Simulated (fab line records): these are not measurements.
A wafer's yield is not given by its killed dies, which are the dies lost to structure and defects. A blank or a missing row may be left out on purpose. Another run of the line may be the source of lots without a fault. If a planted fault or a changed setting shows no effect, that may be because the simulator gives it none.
Lot-split experiment | flow n5 finfet | 21 wafers read from 7 lots, route of 1938 steps

ABOUT THE SPLIT
At N5_FIN_SAQP_SPACER2_ALD_28 (deposits SiO2, target thk 8.1 nm, pulse time 1 s, purge time 2 s), the setting temp c was moved away from the recipe's 300 C on 5 of the 21 wafers read, by -4.5% to +3.0%. For the rest of the wafers, this setting stayed at what the recipe calls for.

The reading is taken at the split's own step.

THE READING
SiO2_of_FIN_SAQP_SPACER2_ALD_28.thk nm (the simulator's own value, which no gauge read), in nm, at N5_FIN_SAQP_SPACER2_ALD_28 (deposits SiO2, target thk 8.1 nm, pulse time 1 s, purge time 2 s). No usual value for it is given in the file. Across the 16 wafers here that went through the recipe, the average is 8.1 nm and the standard deviation 0.093 nm.

wafer  | tool, chamber at the split | temp c as run, C | against the recipe | SiO2_of_FIN_SAQP_SPACER2_ALD_28.thk nm, nm | against lot-mates on the recipe
L076.2 | ald sin-02, 1              | 289.6            | -3.5%              | 8.4                                        | +0.4
L076.5 | ald sin-02, 0,1            | 300              | recipe             | 8                                          | -
L076.6 | ald sin-02, 0,1            | 300              | recipe             | 8                                          | -
L077.1 | ald sin-02, 0,3            | 300              | recipe             | 8.2                                        | -
L077.5 | ald sin-02, 0,3            | 300              | recipe             | 8.2                                        | -
L077.3 | ald sin-02, 2              | 300              | recipe             | 8                                          | -
L083.3 | ald sin-03, 3,1            | 300              | recipe             | 8.2                                        | -
L083.6 | ald sin-03, 3,1            | 300              | recipe             | 8.2                                        | -
L083.5 | ald sin-03, 2              | 308.9            | +3.0%              | 8                                          | -0.2
L084.2 | ald sin-02, 2,0,3          | 300              | recipe             | 8.2                                        | -
L084.5 | ald sin-02, 2,0,3          | 300              | recipe             | 8.2                                        | -
L084.6 | ald sin-02, 2,0,3          | 300              | recipe             | 8.2                                        | -
L088.4 | ald sin-04, 0,2            | 300              | recipe             | 8.2                                        | -
L088.6 | ald sin-04, 0,2            | 300              | recipe             | 8.2                                        | -
L088.5 | ald sin-04, 3              | 287.4            | -4.2%              | 8.4                                        | +0.2
L095.2 | ald sin-02, 3              | 286.5            | -4.5%              | 8.6                                        | +0.6
L095.5 | ald sin-02, 1              | 300              | recipe             | 8                                          | -
L095.6 | ald sin-02, 0              | 286.5            | -4.5%              | 8.4                                        | +0.4
L097.3 | ald sin-04, 2,0            | 300              | recipe             | 8.2                                        | -
L097.4 | ald sin-04, 2,0            | 300              | recipe             | 8.2                                        | -
L097.5 | ald sin-04, 3              | 300              | recipe             | 8                                          | -
When a row names more than one chamber, that row covers several wafers, and the file does not tell which wafer ran in which chamber.

FIT RESULTS
A straight line over all 21 wafers: SiO2_of_FIN_SAQP_SPACER2_ALD_28.thk nm changes by -0.0708 nm for each +1% of temp c; r = -0.82; the points scatter about the line by 0.094 nm.
The same after taking each lot's own level away (the mean of its wafers on the recipe; 21 wafers): -0.0915 nm for each +1%; r = -0.90; scatter 0.084 nm.
According to that fit, moving temp c by its largest amount changes the reading by 0.41 nm.
Measured against the standard deviation above, the lots' own levels, which go from 8.00 to 8.20 nm, span 2.2 times it.
Hence the slope depends on the lot-to-lot level, as the two fits are not the same.
Check: +0.355 nm against its lot-mates is what the line predicts for one of the wafers moved furthest among these (-4.5%) when that wafer is left out of the fit. It came out at +0.6 nm against them.

OTHER SPLITS APPLIED TO THESE WAFERS
Note: prior to the reading, these wafers also went through further splits. Each is held against what the fit with the lots' levels taken away leaves over:
other split on the same wafers            | wafers away from the commonest value | r with SiO2_of_FIN_SAQP_SPACER2_ALD_28.thk nm (lot level and that fit taken away)
N5_PMOS_HMC_CHANNEL_EPI_PEB_07 peb temp c | 4                                    | -0.18

FILE'S OWN FIT
SiO2_of_FIN_SAQP_SPACER2_ALD_28.thk nm changes by -0.0864 nm for each +1% of temp c, r = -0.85.
